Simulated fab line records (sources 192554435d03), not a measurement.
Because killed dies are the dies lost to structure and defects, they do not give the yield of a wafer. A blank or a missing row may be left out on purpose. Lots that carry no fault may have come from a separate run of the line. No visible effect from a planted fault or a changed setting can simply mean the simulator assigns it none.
fab line records | flow n5Finfet | part 2 of 2: steps 4 to 6 of 6
record lots=19 | wafers=57 | lastDay=17
route steps=1938 shown GATE_CUT@492 MOL_CONTACT_COAG@529
lots that met no fault: from a run of the same line without faults
startH: start of the lot's first displayed wafer, in hours after the record's first day | waitH: hours since the lot's step before | " as in the row above | L1.1+2: one row covering several wafers at once | - no value present, or no start provided | * or withheld: withheld | < > ~ a bound
route shown NAME@n: a module of which the file shows steps, and the number in the route of the first | usual: mean/standard deviation taken from wafers without a fault | same: alike in all rows | chamber/n: place in a boat | sites: each site's reading | _std_site: the values' standard deviation | _edge_site: the outer-site mean with the inner-site mean subtracted | radiusMm: how far each site lies from the wafer's centre | mask NAME#n: copy n | behind: the most recent tool/chamber to have shaped the wafer | hold: cause of the lot's hold/its duration in hours/its outcome | device: transistor that didn't switch, given as n, p or np | end of line: at the end of the route, the tests of the same wafers | for a step that has no rows: nothing shown but its recipe | killed: the dies lost at the first sort to structure and to defects; this is not the yield of the wafer | map: per-die view of a wafer (x killed, . not killed, _ where there is no die)
set.NAME: setting as actually run; set.NAME@STEP: the setting as run at that earlier step | model.NAME: the simulator's own value behind a step, which no gauge read
the route's steps for a sample of lots (tables are steps, rows are wafers)
services: when a tool's chamber went out of use (startH, in hours from the record's first day, below 0 if earlier), for how many hours, and the reason
## steps
# step N5_MOL_CONTACT_COAG_ETCH_59
# recipe chemistry=N2/H2 | target=underlayer | targetDepthA=130 | maskMaterial=CAR-EUV | timeS=10.4 | ionEnergyEv=200 | pressureMtorr=30 | sourceW=840 | biasW=150 | n2FlowSccm=200 | h2FlowSccm=200 | ends=cleared
# usual biasW=150.0/0.45 | drypumpMotorCurrentA=5.4/0.43 | etchRfOnTimeS=10.32/0.19 | n2FlowSccm=199.9/0.65 | oesProductAu=0.70/0.085 | rfVppV=524.4/2 | showerheadPlenumPTorr=2.56/0.071 | throttleValvePct=17.97/0.22
lot.wafer | tool       | chamber | startH | waitH | biasW | drypumpMotorCurrentA | etchRfOnTimeS | n2FlowSccm | oesProductAu | rfHoursCounterH | rfVppV | showerheadPlenumPTorr | throttleValvePct
L074.1    | rieDiel-02 | 2       | 88.06  | 0.0   | 150.0 | 5.0                  | 10.44         | 199.9      | 0.64         | 145             | 519.2  | 2.44                  | 18.11
L074.5    | "          | 1       | "      | "     | 149.6 | 5.4                  | 10.45         | 199.6      | 0.58         | -               | 523.5  | 2.50                  | 17.88
L074.6    | "          | 0       | "      | "     | 149.5 | 5.6                  | 10.62         | 199.4      | 0.66         | -               | 523.8  | 2.53                  | 17.95
L075.1    | rieDiel-04 | 1       | 93.38  | 0.0   | 149.4 | 4.8                  | 10.53         | 200.6      | 0.60         | 203             | 523.2  | 2.51                  | 17.90
L075.2    | "          | 2       | "      | "     | 150.9 | 5.7                  | 10.68         | 200.4      | 0.59         | 243             | 526.1  | 2.62                  | 18.57
L075.4    | "          | 3       | "      | "     | 149.2 | 5.4                  | 10.25         | 200.0      | 0.73         | 55              | 524.4  | 2.59                  | 17.90
L076.4    | rieDiel-04 | 0       | 104.69 | 0.0   | 149.9 | 5.5                  | 9.96          | 199.0      | 0.85         | 5               | 526.3  | 2.60                  | 17.88
L076.5    | "          | 0       | "      | "     | 150.1 | 5.5                  | 9.98          | 200.1      | 0.84         | -               | 527.1  | 2.60                  | 17.90
L076.6    | "          | 1       | "      | "     | 149.5 | 4.8                  | 10.42         | 199.3      | 0.60         | -               | 524.0  | 2.50                  | 17.90
L077.1    | rieDiel-01 | 1       | 104.73 | 0.0   | 150.7 | 6.1                  | 10.14         | 199.8      | 0.69         | 87              | 521.2  | 2.46                  | 18.02
L077.2    | "          | 3       | "      | "     | 150.2 | 6.2                  | 10.05         | 200.6      | 0.73         | 68              | 527.8  | 2.69                  | 18.24
L077.6    | "          | 3       | "      | "     | 149.9 | 6.2                  | 9.97          | 200.1      | 0.73         | -               | 528.1  | 2.69                  | 18.25
L078.1    | rieDiel-01 | 3       | 112.94 | 0.0   | 150.0 | 6.2                  | 10.33         | 198.9      | 0.72         | 71              | 527.8  | 2.69                  | 18.25
L078.4    | "          | 2       | "      | "     | 149.7 | 5.6                  | 10.37         | 200.0      | 0.87         | 0               | 529.6  | 2.71                  | 17.30
L078.6    | "          | 0       | "      | "     | 149.8 | 6.0                  | 10.46         | 200.5      | 0.59         | -               | 525.1  | 2.61                  | 18.02
L079.4    | rieDiel-04 | 1       | 118.51 | 0.0   | 150.6 | 4.8                  | 10.49         | 200.7      | 0.60         | -               | 522.4  | 2.50                  | 17.94
L079.5    | "          | 3       | "      | "     | 149.8 | 5.4                  | 10.32         | 199.6      | 0.72         | -               | 526.2  | 2.58                  | 17.93
L079.6    | "          | 0       | "      | "     | 150.3 | 5.5                  | 10.06         | 199.7      | 0.82         | -               | 523.5  | 2.60                  | 17.88
L082.2    | rieDiel-04 | 3       | 134.80 | 0.0   | 150.0 | 5.4                  | 10.25         | 200.3      | 0.71         | 71              | 526.0  | 2.58                  | 17.94
L082.3    | "          | 2       | "      | "     | 150.0 | 5.7                  | 10.27         | 199.7      | 0.83         | 3               | 526.3  | 2.61                  | 18.17
L082.6    | "          | 2       | "      | "     | 149.7 | 5.7                  | 10.32         | 200.6      | 0.83         | -               | 526.3  | 2.61                  | 18.18
L083.1    | rieDiel-01 | 3       | 141.39 | 0.0   | 150.2 | 6.2                  | 10.05         | 200.7      | 0.72         | 82              | 528.0  | 2.68                  | 18.29
L083.2    | "          | 1       | "      | "     | 150.0 | 6.0                  | 10.26         | 199.8      | 0.67         | 101             | 521.8  | 2.45                  | 18.03
L083.6    | "          | 2       | "      | "     | 150.3 | 5.6                  | 10.24         | 200.3      | 0.81         | -               | 527.8  | 2.71                  | 17.30
L084.1    | rieDiel-04 | 2       | 149.19 | 0.0   | 150.5 | 5.7                  | 10.31         | 199.8      | 0.81         | 9               | 524.4  | 2.61                  | 18.18
L084.2    | "          | 1       | "      | "     | 150.1 | 4.8                  | 10.51         | 199.6      | 0.59         | 222             | 522.8  | 2.50                  | 17.94
L084.4    | "          | 3       | "      | "     | 150.5 | 5.4                  | 10.26         | 199.8      | 0.71         | 78              | 525.5  | 2.58                  | 17.93
L085.1    | rieDiel-04 | 2       | 154.94 | 0.0   | 150.3 | 5.6                  | 10.44         | 199.6      | 0.80         | 10              | 524.6  | 2.61                  | 18.19
L085.2    | "          | 1       | "      | "     | 151.0 | 4.8                  | 10.63         | 199.4      | 0.59         | 223             | 523.9  | 2.50                  | 17.94
L085.4    | "          | 3       | "      | "     | 150.4 | 5.4                  | 10.30         | 200.6      | 0.70         | 80              | 524.3  | 2.58                  | 17.95
L086.1    | rieDiel-04 | 3       | 158.88 | 0.0   | 149.8 | 5.4                  | 10.31         | 199.1      | 0.70         | 82              | 526.5  | 2.58                  | 17.95
L086.3    | "          | 0       | "      | "     | 150.4 | 5.5                  | 10.07         | 199.9      | 0.79         | 28              | 526.5  | 2.59                  | 17.92
L086.4    | "          | 1       | "      | "     | 150.7 | 4.7                  | 10.54         | 199.3      | 0.59         | 225             | 522.3  | 2.50                  | 17.93
L088.1    | rieDiel-01 | 2       | 171.63 | 0.0   | 150.2 | 5.6                  | 10.24         | 199.0      | 0.79         | 23              | 527.4  | 2.70                  | 17.34
L088.2    | "          | 1       | "      | "     | 149.9 | 6.1                  | 10.26         | 198.8      | 0.67         | 113             | 519.8  | 2.45                  | 18.06
L088.3    | "          | 0       | "      | "     | 150.5 | 6.0                  | 10.14         | 198.4      | 0.84         | 8               | 526.1  | 2.60                  | 17.57
L089.1    | rieDiel-04 | 1       | 181.21 | 0.0   | 150.3 | 4.7                  | 10.51         | 200.4      | 0.58         | 232             | 522.4  | 2.49                  | 17.95
L089.4    | "          | 0       | "      | "     | 149.7 | 5.5                  | 10.07         | 199.4      | 0.78         | 35              | 526.3  | 2.59                  | 17.93
L089.6    | "          | 0       | "      | "     | 149.7 | 5.5                  | 10.04         | 200.9      | 0.78         | -               | 527.0  | 2.59                  | 17.94
L090.1    | rieDiel-02 | 2       | 193.67 | 0.0   | 149.3 | 5.0                  | 10.45         | 199.8      | 0.61         | 185             | 522.4  | 2.42                  | 18.20
L090.2    | "          | 1       | "      | "     | 149.9 | 5.4                  | 10.38         | 200.4      | 0.77         | 20              | 523.1  | 2.48                  | 17.48
L090.5    | "          | 3       | "      | "     | 149.2 | 4.9                  | 10.43         | 199.5      | 0.63         | -               | 524.2  | 2.54                  | 17.96
L092.1    | rieDiel-02 | 3       | 197.39 | 0.0   | 149.0 | 4.9                  | 10.30         | 198.9      | 0.63         | 167             | 524.2  | 2.54                  | 17.95
L092.3    | "          | 1       | "      | "     | 150.0 | 5.4                  | 10.26         | 198.9      | 0.77         | 21              | 523.4  | 2.48                  | 17.48
L092.6    | "          | 2       | "      | "     | 150.4 | 5.0                  | 10.31         | 199.8      | 0.61         | -               | 520.7  | 2.42                  | 18.18
L093.1    | rieDiel-04 | 2       | 201.56 | 0.0   | 150.3 | 5.6                  | 10.30         | 199.6      | 0.77         | 27              | 525.8  | 2.60                  | 18.22
L093.4    | "          | 0       | "      | "     | 149.4 | 5.5                  | 10.07         | 199.3      | 0.76         | 42              | 525.6  | 2.59                  | 17.95
L093.6    | "          | 1       | "      | "     | 150.1 | 4.8                  | 10.56         | 199.0      | 0.59         | -               | 522.3  | 2.49                  | 17.98
L095.2    | rieDiel-04 | 2       | 216.99 | 0.0   | 150.3 | 5.6                  | 10.31         | 199.9      | 0.76         | 32              | 524.6  | 2.60                  | 18.21
L095.3    | "          | 0       | "      | "     | 149.6 | 5.5                  | 9.91          | 200.2      | 0.77         | 47              | 524.5  | 2.58                  | 17.97
L095.6    | "          | 1       | "      | "     | 149.9 | 4.7                  | 10.49         | 200.3      | 0.57         | -               | 522.1  | 2.49                  | 17.99
L096.1    | rieDiel-04 | 2       | 224.19 | 0.0   | 150.2 | 5.7                  | 10.35         | 199.8      | 0.75         | 35              | 523.4  | 2.60                  | 18.22
L096.3    | "          | 1       | "      | "     | 149.9 | 4.7                  | 10.57         | 200.5      | 0.58         | 248             | 523.1  | 2.49                  | 17.98
L096.5    | "          | 1       | "      | "     | 149.7 | 4.7                  | 10.60         | 201.3      | 0.58         | -               | 523.3  | 2.49                  | 17.96
L097.3    | rieDiel-04 | 2       | 227.44 | 0.0   | 150.1 | 5.6                  | 10.27         | 199.6      | 0.76         | 36              | 524.3  | 2.60                  | 18.22
L097.4    | "          | 0       | "      | "     | 150.1 | 5.5                  | 9.86          | 199.8      | 0.76         | 51              | 525.1  | 2.58                  | 17.96
L097.6    | "          | 0       | "      | "     | 150.4 | 5.5                  | 9.98          | 199.2      | 0.76         | -               | 525.4  | 2.58                  | 17.98
# step N5_MOL_CONTACT_COAG_SIL_ANNEAL_21
# recipe tempC=550 | timeS=60 | ambient=N2
# usual lampPowerPct=5.837/0.027 | lamp_zone_7_pct=6.134/0.028 | wafer_temp_C_max=553.8/0.8
lot.wafer | tool         | chamber | startH | waitH | lampPowerPct | lamp_zone_7_pct | wafer_temp_C_max
L074.1    | rtpAnneal-01 | 0       | 89.61  | 0.2   | 5.877        | 6.166           | 552.6
L074.5    | "            | 0       | "      | "     | 5.876        | 6.174           | 552.4
L074.6    | "            | 0       | "      | "     | 5.873        | 6.180           | 553.8
L075.1    | rtpAnneal-02 | 0       | 94.72  | 0.2   | 5.811        | 6.124           | 554.5
L075.2    | "            | 0       | "      | "     | 5.812        | 6.118           | 554.0
L075.4    | "            | 0       | "      | "     | 5.821        | 6.122           | 553.4
L076.4    | rtpAnneal-02 | 0       | 106.19 | 0.3   | 5.819        | 6.116           | 554.7
L076.5    | "            | 0       | "      | "     | 5.821        | 6.114           | 553.1
L076.6    | "            | 0       | "      | "     | 5.820        | 6.116           | 554.1
L077.1    | rtpAnneal-02 | 0       | 106.28 | 0.3   | 5.820        | 6.117           | 554.0
L077.2    | "            | 0       | "      | "     | 5.828        | 6.122           | 554.8
L077.6    | "            | 0       | "      | "     | 5.820        | 6.104           | 553.1
L078.1    | rtpAnneal-02 | 0       | 114.28 | 0.2   | 5.813        | 6.118           | 553.8
L078.4    | "            | 0       | "      | "     | 5.817        | 6.118           | 554.1
L078.6    | "            | 0       | "      | "     | 5.824        | 6.119           | 554.2
L079.4    | rtpAnneal-02 | 0       | 121.35 | 0.3   | 5.819        | 6.109           | 553.0
L079.5    | "            | 0       | "      | "     | 5.821        | 6.121           | 554.0
L079.6    | "            | 0       | "      | "     | 5.820        | 6.111           | 553.5
L082.2    | rtpAnneal-01 | 0       | 136.93 | 0.2   | 5.876        | 6.171           | 553.1
L082.3    | "            | 0       | "      | "     | 5.866        | 6.167           | 553.3
L082.6    | "            | 0       | "      | "     | 5.872        | 6.177           | 553.2
L083.1    | rtpAnneal-02 | 0       | 142.80 | 0.3   | 5.821        | 6.115           | 554.4
L083.2    | "            | 0       | "      | "     | 5.820        | 6.114           | 553.8
L083.6    | "            | 0       | "      | "     | 5.818        | 6.118           | 556.4
L084.1    | rtpAnneal-02 | 0       | 150.78 | 0.3   | 5.812        | 6.119           | 553.2
L084.2    | "            | 0       | "      | "     | 5.811        | 6.124           | 553.6
L084.4    | "            | 0       | "      | "     | 5.809        | 6.108           | 556.5
L085.1    | rtpAnneal-01 | 0       | 156.27 | 0.2   | 5.882        | 6.176           | 553.5
L085.2    | "            | 0       | "      | "     | 5.879        | 6.174           | 552.6
L085.4    | "            | 0       | "      | "     | 5.880        | 6.166           | 553.6
L086.1    | rtpAnneal-01 | 0       | 160.56 | 0.2   | 5.874        | 6.175           | 552.5
L086.3    | "            | 0       | "      | "     | 5.878        | 6.176           | 553.2
L086.4    | "            | 0       | "      | "     | 5.872        | 6.173           | 553.8
L088.1    | rtpAnneal-02 | 0       | 173.55 | 0.2   | 5.814        | 6.120           | 553.2
L088.2    | "            | 0       | "      | "     | 5.819        | 6.120           | 555.6
L088.3    | "            | 0       | "      | "     | 5.818        | 6.114           | 552.8
L089.1    | rtpAnneal-02 | 0       | 182.61 | 0.2   | 5.815        | 6.114           | 553.3
L089.4    | "            | 0       | "      | "     | 5.824        | 6.119           | 553.3
L089.6    | "            | 0       | "      | "     | 5.817        | 6.115           | 555.4
L090.1    | rtpAnneal-02 | 0       | 195.11 | 0.2   | 5.817        | 6.116           | 554.2
L090.2    | "            | 0       | "      | "     | 5.811        | 6.116           | 553.8
L090.5    | "            | 0       | "      | "     | 5.821        | 6.122           | 554.2
L092.1    | rtpAnneal-02 | 0       | 200.20 | 0.2   | 5.818        | 6.108           | 553.7
L092.3    | "            | 0       | "      | "     | 5.815        | 6.112           | 555.0
L092.6    | "            | 0       | "      | "     | 5.815        | 6.112           | 553.4
L093.1    | rtpAnneal-02 | 0       | 203.27 | 0.2   | 5.818        | 6.126           | 553.8
L093.4    | "            | 0       | "      | "     | 5.818        | 6.117           | 554.5
L093.6    | "            | 0       | "      | "     | 5.819        | 6.113           | 554.5
L095.2    | rtpAnneal-02 | 0       | 219.05 | 0.2   | 5.808        | 6.110           | 553.2
L095.3    | "            | 0       | "      | "     | 5.812        | 6.127           | 555.1
L095.6    | "            | 0       | "      | "     | 5.822        | 6.114           | 554.1
L096.1    | rtpAnneal-01 | 0       | 225.55 | 0.2   | 5.869        | 6.173           | 552.5
L096.3    | "            | 0       | "      | "     | 5.871        | 6.166           | 553.7
L096.5    | "            | 0       | "      | "     | 5.874        | 6.174           | 553.2
L097.3    | rtpAnneal-01 | 0       | 228.85 | 0.3   | 5.874        | 6.173           | 553.3
L097.4    | "            | 0       | "      | "     | 5.879        | 6.156           | 553.6
L097.6    | "            | 0       | "      | "     | 5.864        | 6.174           | 553.5
# step N5_MOL_CONTACT_COAG_SPUTTER_130
# recipe material=Co | targetThkA=475 | tempC=25 | chamberPressurePa=0.5 | powerW=3000
# usual throttleValvePct=29.5/0.92
lot.wafer | tool          | chamber | startH | waitH | throttleValvePct
L074.1    | pvdSputter-01 | -       | 94.12  | 0.0   | 29.4
L074.5    | "             | -       | "      | "     | 31.5
L074.6    | "             | -       | "      | "     | 29.4
L075.1    | pvdSputter-01 | -       | 97.42  | 0.0   | 31.5
L075.2    | "             | -       | "      | "     | 29.3
L075.4    | "             | -       | "      | "     | 29.1
L076.4    | pvdSputter-03 | -       | 109.50 | 0.0   | 30.2
L076.5    | "             | -       | "      | "     | 29.3
L076.6    | "             | -       | "      | "     | 29.0
L077.1    | pvdSputter-03 | -       | 109.82 | 0.0   | 29.4
L077.2    | "             | -       | "      | "     | 29.0
L077.6    | "             | -       | "      | "     | 29.3
L078.1    | pvdSputter-02 | -       | 117.49 | 0.0   | 29.3
L078.4    | "             | -       | "      | "     | 29.6
L078.6    | "             | -       | "      | "     | 28.9
L079.4    | pvdSputter-03 | -       | 125.88 | 0.0   | 29.0
L079.5    | "             | -       | "      | "     | 28.9
L079.6    | "             | -       | "      | "     | 30.4
L082.2    | pvdSputter-01 | -       | 141.14 | 0.0   | 28.7
L082.3    | "             | -       | "      | "     | 29.5
L082.6    | "             | -       | "      | "     | 29.4
L083.1    | pvdSputter-01 | -       | 147.50 | 0.0   | 29.0
L083.2    | "             | -       | "      | "     | 27.8
L083.6    | "             | -       | "      | "     | 31.5
L084.1    | pvdSputter-02 | -       | 153.35 | 0.0   | 29.7
L084.2    | "             | -       | "      | "     | 29.0
L084.4    | "             | -       | "      | "     | 30.0
L085.1    | pvdSputter-02 | -       | 160.97 | 0.0   | 28.9
L085.2    | "             | -       | "      | "     | 29.4
L085.4    | "             | -       | "      | "     | 29.1
L086.1    | pvdSputter-01 | -       | 165.31 | 0.0   | 31.5
L086.3    | "             | -       | "      | "     | 28.0
L086.4    | "             | -       | "      | "     | 29.6
L088.1    | pvdSputter-02 | -       | 178.70 | 0.0   | 29.9
L088.2    | "             | -       | "      | "     | 29.5
L088.3    | "             | -       | "      | "     | 29.1
L089.1    | pvdSputter-02 | -       | 186.66 | 0.0   | 29.7
L089.4    | "             | -       | "      | "     | 29.7
L089.6    | "             | -       | "      | "     | 29.8
L090.1    | pvdSputter-02 | -       | 200.92 | 0.0   | 28.8
L090.2    | "             | -       | "      | "     | 29.7
L090.5    | "             | -       | "      | "     | 29.7
L092.1    | pvdSputter-01 | -       | 204.37 | 0.0   | 28.3
L092.3    | "             | -       | "      | "     | 29.1
L092.6    | "             | -       | "      | "     | 31.9
L093.1    | pvdSputter-01 | -       | 207.69 | 0.0   | 31.7
L093.4    | "             | -       | "      | "     | 28.9
L093.6    | "             | -       | "      | "     | 31.5
L095.2    | pvdSputter-03 | -       | 221.70 | 0.0   | 29.0
L095.3    | "             | -       | "      | "     | 30.3
L095.6    | "             | -       | "      | "     | 29.0
L096.1    | pvdSputter-01 | -       | 229.23 | 0.0   | 28.3
L096.3    | "             | -       | "      | "     | 28.9
L096.5    | "             | -       | "      | "     | 28.7
L097.3    | pvdSputter-03 | -       | 231.77 | 0.0   | 29.5
L097.4    | "             | -       | "      | "     | 30.4
L097.6    | "             | -       | "      | "     | 30.2
## services
tool          | chamber | startH | hours | kind
rieDiel-02    | 1       | 60.43  | 7.0   | repair
rieDiel-01    | 1       | 63.32  | 3.7   | repair
rieDiel-05    | 2       | 65.70  | 3.1   | repair
rieDiel-04    | 0       | 66.23  | -     | clean
rieDiel-04    | 0       | 66.23  | -     | consumableReplace:esc
rieDiel-04    | 0       | 66.23  | -     | consumableReplace:focusRing
rieDiel-04    | 0       | 66.23  | 21.5  | scheduledDown
rieMetal-02   | 1       | 89.67  | 8.2   | repair
rieDiel-03    | -       | 95.11  | 2.8   | pm
pvdSputter-03 | -       | 104.26 | 1.1   | repair
rieDiel-01    | 1       | 105.60 | 1.4   | repair
rtpAnneal-02  | -       | 108.78 | 0.8   | pm
rieDiel-04    | 1       | 120.61 | 9.8   | repair
rieMetal-02   | 0       | 123.42 | 13.7  | repair
rieMetal-02   | -       | 128.87 | 2.8   | pm
rieMetal-02   | -       | 132.12 | 2.2   | repair
rieMetal-01   | 0       | 139.66 | 5.8   | repair
rieMetal-01   | 0       | 145.57 | 27.8  | repair
rieMetal-01   | -       | 151.98 | 1.0   | repair
rieDiel-06    | 3       | 158.92 | 1.5   | repair
rieDiel-02    | 0       | 180.49 | 4.4   | repair
rieDiel-03    | 2       | 208.36 | 12.5  | repair
rieDiel-03    | 3       | 217.87 | 22.0  | repair
rieDiel-02    | -       | 220.78 | 2.3   | repair
